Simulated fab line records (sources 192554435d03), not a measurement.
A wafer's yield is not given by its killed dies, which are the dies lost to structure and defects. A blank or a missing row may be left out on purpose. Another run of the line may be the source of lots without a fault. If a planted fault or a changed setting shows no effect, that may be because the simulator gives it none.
The tool behind it: which one?    flow n5 finfet    route of 1938 steps, sampled at 1 step: 8 lots, 24 wafers

WHAT THE GAUGES SHOWED, per wafer
N5_BEOL_M4_RC_MEAS_101.
lot   measured      on         DIBL_N (mV/V)
L122  day 8 08:42   prober-01  35.3 36.7 34.3
L125  day 9 07:53   prober-02  35.7 37.4 37.0
L131  day 11 05:05  prober-01  34.4 36.1 37.6
L135  day 12 09:59  prober-02  35.4 34.9 35.6
L138  day 13 04:23  prober-02  38.3 38.5 37.0
L141  day 13 15:44  prober-02  34.4 35.5 35.8
L142  day 13 20:10  prober-02  37.6 37.3 37.2
L144  day 14 10:47  prober-02  35.4 36.9 37.4

WHAT TOOL EACH LOT RAN ON (gives the tool, then ch and the chambers of the sampled wafers, and finally the start)
Before these readings, the record contains no process step.

THE ANSWER, worked out from the rows above alone
Rule: usual is defined by the lots themselves. Put in order of their means at a reading, lots are off if they are a third of the lots or fewer, leave a main group of 4 or more, and stand apart from it by a gap of 3 or more times the standard deviation of the main group's means; of several such gaps the widest counts. A main group is skipped when, at the precision printed for the reading in the tables above, its means are all equal. A lot without any number at a reading at which 4 lots or more have one is off too. All remaining lots with rows at the step are treated as sound.
Nothing can be told from this: no lot is off at any reading shown.

WHAT THE SIMULATOR HAD INSERTED
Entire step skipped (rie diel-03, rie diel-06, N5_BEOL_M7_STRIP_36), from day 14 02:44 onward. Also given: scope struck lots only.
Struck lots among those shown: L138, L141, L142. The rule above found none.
